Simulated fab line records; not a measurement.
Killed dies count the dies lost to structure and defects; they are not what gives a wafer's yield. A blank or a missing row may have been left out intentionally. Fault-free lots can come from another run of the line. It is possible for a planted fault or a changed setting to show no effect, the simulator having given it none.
One fault seen from 2 desks	flow n5Finfet	every desk sees just its own numbers, and what lay behind them comes last

## FOR THE TOOL OWNER'S DESK: cvdCo-02
The tool's own readings at N5_BEOL_M2_CO_CAP_55 (material Co, precursor CCTBA/H2, target thk 2 nm, time 102.1 s): means of the sampled wafers that have a number, for each lot that ran on this tool. A lot is out of limits, marked OUT, if its mean lies more than 4 standard deviations from the usual mean; the brackets give that distance.
Columns: A = chamberPressureTorr at N5_BEOL_M2_CO_CAP_55, usual 30.01 Torr; B = heaterPowerOuterW at N5_BEOL_M2_CO_CAP_55, usual 126 W; C = heaterPowerW at N5_BEOL_M2_CO_CAP_55, usual 239 W; D = runLengthS at N5_BEOL_M2_CO_CAP_55, usual 125.0 s
lot	first seen here	A	B	C	D
L383	day 7 00:25	29.98	128	244	125.1
L384	day 7 04:05	30.01	126	246	124.9
L387	day 8 05:29	30.01	141	266	124.8
L392	day 9 09:14	30.01	136	250	105.1 (-46) OUT
L394	day 9 14:08	30.05	136	251	85.2 (-93) OUT
L403	day 12 03:15	30.04	140	266	125.0
L406	day 13 01:43	29.98	115	218	125.1
This desk finds L392, L394 out of limits, L392 being first, at day 9 09:14 (runLengthS at N5_BEOL_M2_CO_CAP_55). In limits: L383, L384, L387, L403, L406.

## FROM THE METROLOGY DESK
Means of the sampled wafers that have a number, per lot and without regard to the tool the lot ran on: this is what the gauges read. A lot is out of limits, marked OUT, if its mean lies more than 4 standard deviations from the usual mean; the brackets give that distance. Only the readings that lie furthest out on some lot appear, 7 of the 10 it has.
Columns: A = DIBL_P at N5_BEOL_M4_RC_MEAS_101, usual 35.8 mV/V; B = IOFF_N at N5_BEOL_M4_RC_MEAS_101, usual 0.15 nA/um; C = IOFF_P at N5_BEOL_M4_RC_MEAS_101, usual 0.20 nA/um; D = ION_P at N5_BEOL_M4_RC_MEAS_101, usual 460 uA/um; E = SS_P at N5_BEOL_M4_RC_MEAS_101, usual 73.2 mV/dec; F = VT_N at N5_BEOL_M4_RC_MEAS_101, usual 250 mV; G = VT_P at N5_BEOL_M4_RC_MEAS_101, usual -251 mV
lot	first seen here	A	B	C	D	E	F	G
L384	day 8 07:37	33.2	0.13	0.17	455	72.5	253	-255
L383	day 8 10:06	36.9	0.18	0.23	467	73.3	249	-247
L387	day 9 03:26	36.5	0.19	0.28	464	74.2	246	-242
L392	day 10 15:37	35.0	0.17	0.23	464	73.5	249	-247
L394	day 11 04:14	36.5	0.16	0.22	468	73.4	250	-250
L400	day 12 18:06	34.7	0.14	0.21	455	72.5	251	-248
L404	day 13 10:17	36.5	0.15	0.19	460	73.9	253	-253
L403	day 13 11:05	34.9	0.14	0.20	458	73.0	250	-251
L405	day 13 17:25	34.7	0.15	0.19	461	72.8	248	-252
L406	day 14 05:07	36.2	0.15	0.19	461	73.1	251	-252
This desk found nothing out of limits on any of the 10 lots.

## BROUGHT TOGETHER
On L392, L394, at day 9 09:14, an alarm was possible from the tool owner's desk.
The metrology desk saw nothing out of limits.
The metrology desk has L392, L394 on record, within its limits.
N5_BEOL_M2_CO_CAP_55 was run on cvdCo-02 by each of the lots named.

## WHAT THE SIMULATOR HAD INSERTED
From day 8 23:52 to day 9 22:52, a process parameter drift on cvdCo-02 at N5_BEOL_M2_CO_CAP_55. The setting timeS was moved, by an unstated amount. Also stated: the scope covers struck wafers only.
Shown lots that were struck: L392, L394.
Delay in hours, fault start to first out-of-limits reading, by desk: the tool owner's desk at 9.
